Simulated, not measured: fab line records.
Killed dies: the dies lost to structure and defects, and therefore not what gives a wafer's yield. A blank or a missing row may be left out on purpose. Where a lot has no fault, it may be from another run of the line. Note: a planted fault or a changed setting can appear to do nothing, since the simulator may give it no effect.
fab line records -- flow n5Finfet -- part 1 of 2: steps 1 to 20 of 30
[record] lots = 5, wafers = 15, lastDay = 17
route steps=1938 shown BEOL_M5@1140
lots that met no fault: from a run of the same line without faults
startH: hours from the record's first day to the start of the lot's first wafer shown -- waitH: time in hours since the lot's previous step -- " repeats the value in the row above -- L1.1+2: a single row standing in for several wafers -- - no value, or no start given -- * or withheld: withheld -- < > ~ a bound
route shown NAME@n: a module of which the file shows steps, and the number in the route of the first -- usual: mean/standard deviation of fault-free wafers -- same: alike in all rows -- chamber/n: place in a boat -- sites: per-site readings -- _std_site: the values' standard deviation -- _edge_site: outer sites' mean less inner sites' -- radiusMm: how far each site lies from the wafer's centre -- mask NAME#n: copy n -- behind: tool/chamber where the wafer was last shaped -- hold: reason for holding the lot/hours on hold/outcome of the hold -- device: which transistor (n, p or np) failed to switch -- end of line: at the end of the route, the tests of the same wafers -- a step with no rows: only its recipe -- killed: the dies lost at the first sort to structure and to defects; this is not the yield of the wafer -- map: the dies of a wafer, with x for killed, . for not killed, _ for no die there
set.NAME: setting as actually run; set.NAME@STEP: the setting as run at that earlier step -- model.NAME: the simulator's own value behind a step, which no gauge read
lots at some steps of the route; a table a step, a row a wafer
services: a tool's chamber out of use, with start hour (startH, from the record's first day; less than 0 if before it), hours out, and reason
[[steps]]
[step N5_BEOL_M5_COAT_66]
[recipe] resist = SiARC, tempC = 220, timeS = 60, spinRpm = 1500, resistThkNm = 12
lot.wafer,tool,chamber,startH,waitH
L075.2+4+5,lithoTrack-01,0,-,-
L083.1+2+6,lithoTrack-02,0,-,-
L086.3+4+5,lithoTrack-02,0,-,-
L093.1+2+5,lithoTrack-04,0,-,-
L096.1+2+5,lithoTrack-04,0,-,-
[step N5_BEOL_M5_COAT_74]
[recipe] resist = underlayer, tempC = 205, timeS = 60, spinRpm = 1500, resistThkNm = 5
lot.wafer,tool,chamber,startH,waitH
L075.2+4+5,lithoTrack-01,0,-,-
L083.1+2+6,lithoTrack-02,0,-,-
L086.3+4+5,lithoTrack-02,0,-,-
L093.1+2+5,lithoTrack-04,0,-,-
L096.1+2+5,lithoTrack-04,0,-,-
[step N5_BEOL_M5_COAT_22]
[recipe] resist = CAR-EUV, spinRpm = 1500, resistThkNm = 30
lot.wafer,tool,chamber,startH,waitH
L075.2+4+5,lithoTrack-01,0,-,-
L083.1+2+6,lithoTrack-02,0,-,-
L086.3+4+5,lithoTrack-02,0,-,-
L093.1+2+5,lithoTrack-04,0,-,-
L096.1+2+5,lithoTrack-04,0,-,-
[step N5_BEOL_M5_EBR_24]
[recipe] solvent = PGMEA, ebrWidthMm = 1.5
lot.wafer,tool,chamber,startH,waitH
L075.2+4+5,lithoTrack-01,0,-,-
L083.1+2+6,lithoTrack-02,0,-,-
L086.3+4+5,lithoTrack-02,0,-,-
L093.1+2+5,lithoTrack-04,0,-,-
L096.1+2+5,lithoTrack-04,0,-,-
[step N5_BEOL_M5_SOFTBAKE_23]
[recipe] tempC = 110, timeS = 60, resist = CAR-EUV
lot.wafer,tool,chamber,startH,waitH
L075.2+4+5,lithoTrack-01,0,-,-
L083.1+2+6,lithoTrack-02,0,-,-
L086.3+4+5,lithoTrack-02,0,-,-
L093.1+2+5,lithoTrack-04,0,-,-
L096.1+2+5,lithoTrack-04,0,-,-
[step N5_BEOL_M5_EXPOSE_25]
[recipe] maskId = V4, na = 0.33, sourceShape = quasar, sigmaInner = 0.2, sigmaOuter = 0.6, polarization = unpolarized, defocusNm = 10, doseMj = 52.75
[same] sigmaOuter = 0.6
lot.wafer,tool,chamber,startH,waitH,mask
L075.2+4+5,euvScanner-02,0,176.29,-,V4#0
L083.1+2+6,euvScanner-01,0,230.77,-,V4#0
L086.3+4+5,euvScanner-01,0,238.19,-,V4#0
L093.1+2+5,euvScanner-01,0,300.97,-,V4#0
L096.1+2+5,euvScanner-02,0,316.91,-,V4#0
[step N5_BEOL_M5_PEB_26]
[recipe] pebTempC = 100, pebTimeS = 60, resist = CAR-EUV
lot.wafer,tool,chamber,startH,waitH
L075.2+4+5,lithoTrack-01,0,176.36,0.1
L083.1+2+6,lithoTrack-04,0,230.84,0.1
L086.3+4+5,lithoTrack-01,0,238.25,0.0
L093.1+2+5,lithoTrack-02,0,301.04,0.1
L096.1+2+5,lithoTrack-01,0,316.98,0.1
[step N5_BEOL_M5_DEVELOP_27]
[recipe] developTimeS = 30, developer = TMAH, resist = CAR-EUV, rinseLiquid = surfactantRinse, dry = airSpin, devTempC = 23
[usual] developerTempC = 23.00/0.12
[same] developTimeS = 30
lot.wafer,tool,chamber,startH,waitH,developerTempC
L075.2,lithoTrack-01,0,-,-,22.93
L075.4,lithoTrack-01,0,-,-,22.86
L075.5,lithoTrack-01,0,-,-,22.93
L083.1,lithoTrack-04,0,-,-,22.78
L083.2,lithoTrack-04,0,-,-,22.96
L083.6,lithoTrack-04,0,-,-,22.99
L086.3,lithoTrack-01,0,-,-,23.12
L086.4,lithoTrack-01,0,-,-,23.06
L086.5,lithoTrack-01,0,-,-,22.89
L093.1,lithoTrack-02,0,-,-,22.90
L093.2,lithoTrack-02,0,-,-,22.89
L093.5,lithoTrack-02,0,-,-,22.86
L096.1,lithoTrack-01,0,-,-,22.95
L096.2,lithoTrack-01,0,-,-,23.01
L096.5,lithoTrack-01,0,-,-,23.10
[step N5_BEOL_M5_CD_MEAS_28]
[recipe] targetCdNm = 30.6, landingEnergyEv = 500, detector = seInlens, targetCdYNm = 20, polarity = opening
[usual] cdNm = 30.59/0.24
lot.wafer,tool,chamber,startH,waitH,cdNm
L075.2,cdSem-01,0,176.42,-,30.25
L075.4,cdSem-01,0,176.42,-,30.15
L075.5,cdSem-01,0,176.42,-,30.13
L083.1,cdSem-03,0,230.91,-,30.51
L083.2,cdSem-03,0,230.91,-,30.69
L083.6,cdSem-03,0,230.91,-,30.52
L086.3,cdSem-02,0,238.32,-,30.44
L086.4,cdSem-02,0,238.32,-,30.29
L086.5,cdSem-02,0,238.32,-,30.75
L093.1,cdSem-02,0,301.11,-,30.36
L093.2,cdSem-02,0,301.11,-,30.82
L093.5,cdSem-02,0,301.11,-,31.05
L096.1,cdSem-02,0,317.05,-,30.66
L096.2,cdSem-02,0,317.05,-,30.52
L096.5,cdSem-02,0,317.05,-,30.87
[step N5_BEOL_M5_OVL_MEAS_29]
[recipe] pointsPerWafer = 522
[usual] V4_OVL = 0.7/0.72
lot.wafer,tool,chamber,startH,waitH,V4_OVL[nm]
L075.2,overlay-02,0,176.46,0.0,1.0
L075.4,overlay-02,0,176.46,0.0,0.7
L075.5,overlay-02,0,176.46,0.0,0.5
L083.1,overlay-02,0,230.94,0.0,0.0
L083.2,overlay-02,0,230.94,0.0,1.0
L083.6,overlay-02,0,230.94,0.0,1.7
L086.3,overlay-02,0,238.36,0.0,0.1
L086.4,overlay-02,0,238.36,0.0,-0.2
L086.5,overlay-02,0,238.36,0.0,0.4
L093.1,overlay-01,0,301.14,0.0,0.5
L093.2,overlay-01,0,301.14,0.0,2.9
L093.5,overlay-01,0,301.14,0.0,0.9
L096.1,overlay-02,0,317.08,0.0,1.8
L096.2,overlay-02,0,317.08,0.0,2.1
L096.5,overlay-02,0,317.08,0.0,1.6
[step N5_BEOL_M5_INSPECT_30]
[recipe] mode = adi, inspectInstrument = brightfield
[usual] rawDefectCount = 451/95
lot.wafer,tool,chamber,startH,waitH,rawDefectCount
L075.2,defectInspect-01,-,176.51,0.0,509
L075.4,defectInspect-01,-,176.51,0.0,664
L075.5,defectInspect-01,-,176.51,0.0,420
L083.1,defectInspect-02,-,231.00,0.1,292
L083.2,defectInspect-02,-,231.00,0.1,434
L083.6,defectInspect-02,-,231.00,0.1,448
L086.3,defectInspect-01,-,238.41,0.0,524
L086.4,defectInspect-01,-,238.41,0.0,467
L086.5,defectInspect-01,-,238.41,0.0,447
L093.1,defectInspect-01,-,301.20,0.1,492
L093.2,defectInspect-01,-,301.20,0.1,387
L093.5,defectInspect-01,-,301.20,0.1,514
L096.1,defectInspect-01,-,317.14,0.1,434
L096.2,defectInspect-01,-,317.14,0.1,473
L096.5,defectInspect-01,-,317.14,0.1,352
[step N5_BEOL_M5_DESCUM_33]
[recipe] chemistry = O2, timeS = 7, sourcePowerW = 50, biasPowerW = 20, pressureMtorr = 20, rfFrequencyHz = 2.712e+07, tempC = 40, resist = CAR-EUV, o2FlowSccm = 225
[usual] drypumpMotorCurrentA = 5.8/0.47, oesProductAu = 0.80/0.09, rfFwdPowerW = 49.32/0.21, rfVppV = 242.9/1.3, showerheadPlenumPTorr = 2.08/0.065, throttleValvePct = 20.34/0.14
lot.wafer,tool,chamber,startH,waitH,drypumpMotorCurrentA,oesProductAu,rfFwdPowerW,rfHoursCounterH,rfVppV,showerheadPlenumPTorr,throttleValvePct
L075.2,rieDiel-06,0,176.61,0.1,5.8,0.96,49.12,11,241.2,2.06,20.18
L075.4,rieDiel-06,1,176.61,0.1,6.6,0.87,49.00,49,245.4,2.21,20.38
L075.5,rieDiel-06,0,176.61,0.1,5.8,0.96,49.50,-,243.1,2.06,20.19
L083.1,rieDiel-06,0,231.30,0.3,5.8,0.91,49.27,32,241.2,2.06,20.21
L083.2,rieDiel-06,3,231.30,0.3,5.9,0.83,49.36,72,243.6,2.04,20.22
L083.6,rieDiel-06,3,231.30,0.3,5.9,0.82,49.22,-,241.7,2.04,20.24
L086.3,rieDiel-02,0,238.44,0.0,5.9,0.70,48.94,234,242.5,2.06,20.50
L086.4,rieDiel-02,1,238.44,0.0,6.1,0.94,49.42,-,241.8,2.05,20.26
L086.5,rieDiel-02,0,238.44,0.0,5.9,0.70,49.24,-,243.1,2.06,20.50
L093.1,rieDiel-01,0,301.23,0.0,5.7,0.72,49.15,190,244.7,2.17,20.62
L093.2,rieDiel-01,3,301.23,0.0,4.6,0.78,49.42,131,241.9,2.02,20.30
L093.5,rieDiel-01,3,301.23,0.0,4.7,0.78,49.53,-,242.4,2.02,20.31
L096.1,rieDiel-02,2,317.17,0.0,6.0,0.87,49.75,56,241.6,2.04,20.49
L096.2,rieDiel-02,3,317.17,0.0,5.6,0.67,49.41,247,243.8,2.15,20.51
L096.5,rieDiel-02,3,317.17,0.0,5.6,0.67,49.54,-,243.5,2.15,20.51
[step N5_BEOL_M5_ETCH_75]
[recipe] chemistry = N2/H2, target = underlayer, targetDepthA = 65, maskMaterial = CAR-EUV, timeS = 5.2, ionEnergyEv = 200, pressureMtorr = 30, sourceW = 840, biasW = 150, n2FlowSccm = 200, h2FlowSccm = 200, ends = cleared
[usual] drypumpMotorCurrentA = 5.8/0.47, etchRfOnTimeS = 5.20/0.083, oesProductAu = 0.68/0.076, rfFwdPowerW = 819.6/2.2, rfVppV = 523.2/2.6, showerheadPlenumPTorr = 2.52/0.082, throttleValvePct = 17.76/0.19
lot.wafer,tool,chamber,startH,waitH,drypumpMotorCurrentA,etchRfOnTimeS,oesProductAu,rfFwdPowerW,rfHoursCounterH,rfVppV,showerheadPlenumPTorr,throttleValvePct
L075.2,rieDiel-06,0,176.64,0.0,5.8,5.12,0.82,821.8,11,523.6,2.49,17.45
L075.4,rieDiel-06,1,176.64,0.0,6.6,5.25,0.74,821.7,49,529.1,2.69,17.81
L075.5,rieDiel-06,0,176.64,0.0,5.8,5.12,0.82,820.9,-,522.6,2.49,17.44
L083.1,rieDiel-06,0,231.34,0.0,5.8,5.02,0.77,816.0,32,523.4,2.48,17.50
L083.2,rieDiel-06,3,231.34,0.0,5.9,5.12,0.71,818.3,72,519.7,2.46,17.60
L083.6,rieDiel-06,3,231.34,0.0,5.9,5.03,0.72,819.0,-,521.3,2.47,17.63
L086.3,rieDiel-02,0,238.47,0.0,5.9,5.20,0.60,815.3,234,523.5,2.51,17.90
L086.4,rieDiel-02,1,238.47,0.0,6.0,5.10,0.80,820.0,-,523.3,2.48,17.60
L086.5,rieDiel-02,0,238.47,0.0,5.9,5.18,0.60,818.6,-,523.0,2.51,17.94
L093.1,rieDiel-01,0,301.27,0.0,5.7,5.35,0.60,822.9,190,528.7,2.63,18.19
L093.2,rieDiel-01,3,301.27,0.0,4.7,5.29,0.66,818.1,131,519.7,2.45,17.71
L093.5,rieDiel-01,3,301.27,0.0,4.7,5.34,0.65,821.5,-,523.9,2.45,17.72
L096.1,rieDiel-02,2,317.20,0.0,6.0,5.15,0.75,818.2,56,521.5,2.47,17.77
L096.2,rieDiel-02,3,317.20,0.0,5.6,5.27,0.56,820.6,247,526.3,2.61,18.06
L096.5,rieDiel-02,3,317.20,0.0,5.5,5.26,0.57,818.2,-,527.7,2.61,18.04
[step N5_BEOL_M5_ETCH_67]
[recipe] chemistry = CF4, target = SiARC, targetDepthA = 156, maskMaterial = CAR-EUV, timeS = 26, ionEnergyEv = 80, pressureMtorr = 40, sourceW = 545, biasW = 36, Ar_flow_sccm = 100, cf4FlowSccm = 100, ends = cleared
[usual] drypumpMotorCurrentA = 5.8/0.47, etchRfOnTimeS = 26.0/0.39, oesProductAu = 0.68/0.076, rfFwdPowerW = 531.3/1.6, rfVppV = 183.9/1.3, showerheadPlenumPTorr = 2.12/0.066, throttleValvePct = 15.50/0.16
lot.wafer,tool,chamber,startH,waitH,drypumpMotorCurrentA,etchRfOnTimeS,oesProductAu,rfFwdPowerW,rfHoursCounterH,rfVppV,showerheadPlenumPTorr,throttleValvePct
L075.2,rieDiel-06,0,176.66,0.0,5.8,25.5,0.83,533.3,11,183.0,2.10,15.26
L075.4,rieDiel-06,1,176.66,0.0,6.6,26.4,0.75,531.9,49,186.5,2.26,15.52
L075.5,rieDiel-06,0,176.66,0.0,5.8,25.8,0.81,532.1,-,184.2,2.10,15.25
L083.1,rieDiel-06,0,231.35,0.0,5.8,25.3,0.78,533.6,32,183.2,2.09,15.29
L083.2,rieDiel-06,3,231.35,0.0,5.9,25.6,0.71,532.4,72,181.9,2.08,15.36
L083.6,rieDiel-06,3,231.35,0.0,5.9,25.5,0.71,531.8,-,182.3,2.08,15.34
L086.3,rieDiel-02,0,238.49,0.0,5.9,26.1,0.60,530.2,234,184.6,2.11,15.76
L086.4,rieDiel-02,1,238.49,0.0,6.0,25.7,0.80,531.5,-,185.5,2.10,15.44
L086.5,rieDiel-02,0,238.49,0.0,5.9,25.9,0.60,531.8,-,183.9,2.11,15.74
L093.1,rieDiel-01,0,301.28,0.0,5.7,26.7,0.61,531.0,190,186.2,2.22,15.87
L093.2,rieDiel-01,3,301.28,0.0,4.7,26.1,0.67,532.1,131,182.1,2.06,15.46
L093.5,rieDiel-01,3,301.28,0.0,4.7,26.3,0.66,530.9,-,183.1,2.06,15.45
L096.1,rieDiel-02,2,317.22,0.0,6.0,25.9,0.74,531.1,56,182.4,2.09,15.55
L096.2,rieDiel-02,3,317.22,0.0,5.5,26.2,0.57,531.5,247,185.0,2.19,15.74
L096.5,rieDiel-02,3,317.22,0.0,5.6,26.2,0.56,527.9,-,184.7,2.19,15.75
[step N5_BEOL_M5_ETCH_68]
[recipe] chemistry = N2/H2, target = SOC, targetDepthA = 800, overetchA = 160, maskMaterial = SiARC, tempC = 40, timeS = 120, ionEnergyEv = 200, pressureMtorr = 30, sourceW = 840, biasW = 150, n2FlowSccm = 200, h2FlowSccm = 200
[usual] drypumpMotorCurrentA = 5.8/0.47, oesProductAu = 0.61/0.065, rfFwdPowerW = 834.8/2.7, rfVppV = 523.3/2.3, showerheadPlenumPTorr = 2.52/0.082, throttleValvePct = 17.72/0.19
lot.wafer,tool,chamber,startH,waitH,drypumpMotorCurrentA,oesProductAu,rfFwdPowerW,rfHoursCounterH,rfVppV,showerheadPlenumPTorr,throttleValvePct
L075.2,rieDiel-06,0,176.69,0.0,5.8,0.73,838.6,11,522.9,2.49,17.42
L075.4,rieDiel-06,1,176.69,0.0,6.6,0.68,835.1,49,528.2,2.69,17.79
L075.5,rieDiel-06,0,176.69,0.0,5.8,0.73,836.2,-,522.9,2.49,17.41
L083.1,rieDiel-06,0,231.38,0.0,5.8,0.69,836.3,32,522.8,2.48,17.47
L083.2,rieDiel-06,3,231.38,0.0,5.9,0.63,827.9,72,521.8,2.46,17.57
L083.6,rieDiel-06,3,231.38,0.0,5.9,0.63,829.1,-,522.2,2.47,17.58
L086.3,rieDiel-02,0,238.52,0.0,5.9,0.53,835.2,234,523.3,2.51,17.90
L086.4,rieDiel-02,1,238.52,0.0,6.1,0.71,835.4,-,522.3,2.48,17.56
L086.5,rieDiel-02,0,238.52,0.0,5.9,0.54,834.4,-,524.4,2.51,17.90
L093.1,rieDiel-01,0,301.31,0.0,5.7,0.55,832.0,190,525.6,2.63,18.15
L093.2,rieDiel-01,3,301.31,0.0,4.7,0.60,834.3,131,522.1,2.45,17.68
L093.5,rieDiel-01,3,301.31,0.0,4.7,0.60,839.6,-,523.3,2.45,17.68
L096.1,rieDiel-02,2,317.25,0.0,6.0,0.65,836.4,56,521.5,2.47,17.72
L096.2,rieDiel-02,3,317.25,0.0,5.6,0.51,837.2,247,526.1,2.61,18.01
L096.5,rieDiel-02,3,317.25,0.0,5.6,0.51,837.6,-,525.6,2.61,18.02
[step N5_BEOL_M5_STRIP_69]
[recipe] chemistry = N2/H2, tempC = 40, n2FlowSccm = 200, h2FlowSccm = 200, rfFrequencyHz = 6e+07
lot.wafer,tool,chamber,startH,waitH
L075.2+4+5,rieDiel-06,"0,1,0",176.77,0.0
L083.1+2+6,rieDiel-06,"0,3,3",231.46,0.0
L086.3+4+5,rieDiel-02,"0,1,0",238.60,0.0
L093.1+2+5,rieDiel-01,"0,3,3",301.39,0.0
L096.1+2+5,rieDiel-02,"2,3,3",317.33,0.0
[step N5_BEOL_M5_STRIP_76]
[recipe] chemistry = N2/H2, tempC = 40, n2FlowSccm = 200, h2FlowSccm = 200, rfFrequencyHz = 6e+07
lot.wafer,tool,chamber,startH,waitH
L075.2+4+5,rieDiel-06,"0,1,0",176.78,0.0
L083.1+2+6,rieDiel-06,"0,3,3",231.47,0.0
L086.3+4+5,rieDiel-02,"0,1,0",238.61,0.0
L093.1+2+5,rieDiel-01,"0,3,3",301.40,0.0
L096.1+2+5,rieDiel-02,"2,3,3",317.34,0.0
[step N5_BEOL_M5_VIA_ETCH_34]
[recipe] chemistry = C4F6/O2, target = SiCOH_lowk, targetDepthA = 883, maskMaterial = SOC, taperDeg = 4, timeS = 39.2, ionEnergyEv = 250, pressureMtorr = 30, sourceW = 345, biasW = 185, Ar_flow_sccm = 300, C4F6_flow_sccm = 10, O2_flow_sccm = 10
[usual] C4F6_flow_sccm = 9.999/0.028, drypumpMotorCurrentA = 5.8/0.47, oesProductAu = 0.80/0.089, rfFwdPowerW = 340.4/1.5, rfVppV = 664/8.6, showerheadPlenumPTorr = 2.82/0.091, throttleValvePct = 20.76/0.18
lot.wafer,tool,chamber,startH,waitH,C4F6_flow_sccm,drypumpMotorCurrentA,oesProductAu,rfFwdPowerW,rfHoursCounterH,rfVppV,showerheadPlenumPTorr,throttleValvePct
L075.2,rieDiel-06,0,176.79,0.0,9.983,5.8,0.96,340.7,11,659,2.79,20.56
L075.4,rieDiel-06,1,176.79,0.0,9.998,6.6,0.87,339.6,49,683,3.01,20.89
L075.5,rieDiel-06,0,176.79,0.0,9.972,5.8,0.95,340.0,-,657,2.79,20.56
L083.1,rieDiel-06,0,231.48,0.0,9.997,5.8,0.91,340.0,33,658,2.78,20.57
L083.2,rieDiel-06,3,231.48,0.0,10.009,5.9,0.83,340.1,72,660,2.77,20.64
L083.6,rieDiel-06,3,231.48,0.0,9.972,5.9,0.83,339.3,-,661,2.77,20.64
L086.3,rieDiel-02,0,238.62,0.0,9.996,6.0,0.70,340.4,234,658,2.82,20.98
L086.4,rieDiel-02,1,238.62,0.0,10.002,6.1,0.94,342.0,-,658,2.80,20.82
L086.5,rieDiel-02,0,238.62,0.0,10.014,6.0,0.70,339.5,-,660,2.82,20.98
L093.1,rieDiel-01,0,301.41,0.0,9.973,5.7,0.72,338.5,190,676,2.95,21.16
L093.2,rieDiel-01,3,301.41,0.0,9.999,4.7,0.78,342.0,131,664,2.73,20.63
L093.5,rieDiel-01,3,301.41,0.0,10.002,4.7,0.78,341.9,-,665,2.73,20.62
L096.1,rieDiel-02,2,317.35,0.0,9.972,6.0,0.87,340.6,56,661,2.77,20.83
L096.2,rieDiel-02,3,317.35,0.0,10.039,5.6,0.65,342.1,247,665,2.90,20.90
L096.5,rieDiel-02,3,317.35,0.0,10.048,5.6,0.66,339.7,-,666,2.91,20.89
[step N5_BEOL_M5_STRIP_85]
[recipe] chemistry = C4F6/O2, resist = SiARC, rfFrequencyHz = 6e+07
lot.wafer,tool,chamber,startH,waitH
L075.2+4+5,rieDiel-06,"0,1,0",176.83,0.0
L083.1+2+6,rieDiel-06,"0,3,3",231.52,0.0
L086.3+4+5,rieDiel-02,"0,1,0",238.65,0.0
L093.1+2+5,rieDiel-01,"0,3,3",301.45,0.0
L096.1+2+5,rieDiel-02,"2,3,3",317.39,0.0
[step N5_BEOL_M5_STRIP_36]
[recipe] chemistry = N2/H2, powerW = 450, tempC = 40, pressureMtorr = 20, rfFrequencyHz = 6e+07, overashFraction = 0.3, biasPowerW = 7, h2Frac = 0.5, n2FlowSccm = 200, h2FlowSccm = 200
[usual] drypumpMotorCurrentA = 5.8/0.47, oesProductAu = 0.80/0.09, rfVppV = 59.2/1.4, showerheadPlenumPTorr = 2.52/0.082, throttleValvePct = 23.55/0.25
lot.wafer,tool,chamber,startH,waitH,drypumpMotorCurrentA,oesProductAu,rfHoursCounterH,rfVppV,showerheadPlenumPTorr,throttleValvePct
L075.2,rieDiel-06,0,176.84,0.0,5.8,0.96,11,61.6,2.49,23.18
L075.4,rieDiel-06,1,176.84,0.0,6.6,0.89,49,59.3,2.68,23.70
L075.5,rieDiel-06,0,176.84,0.0,5.8,0.97,-,59.6,2.49,23.14
L083.1,rieDiel-06,0,231.53,0.0,5.8,0.92,33,60.4,2.48,23.17
L083.2,rieDiel-06,3,231.53,0.0,5.9,0.83,72,58.0,2.46,23.47
L083.6,rieDiel-06,3,231.53,0.0,5.9,0.83,-,59.5,2.46,23.43
L086.3,rieDiel-02,0,238.66,0.0,5.9,0.70,234,58.7,2.50,23.63
L086.4,rieDiel-02,1,238.66,0.0,6.1,0.94,-,57.5,2.48,23.30
L086.5,rieDiel-02,0,238.66,0.0,5.9,0.71,-,60.3,2.50,23.64
L093.1,rieDiel-01,0,301.46,0.0,5.8,0.72,190,58.1,2.63,24.14
L093.2,rieDiel-01,3,301.46,0.0,4.7,0.79,131,60.3,2.45,23.44
L093.5,rieDiel-01,3,301.46,0.0,4.7,0.78,-,58.9,2.45,23.46
L096.1,rieDiel-02,2,317.40,0.0,6.0,0.88,56,58.7,2.47,23.57
L096.2,rieDiel-02,3,317.40,0.0,5.6,0.68,247,61.3,2.61,23.81
L096.5,rieDiel-02,3,317.40,0.0,5.6,0.67,-,60.6,2.61,23.83
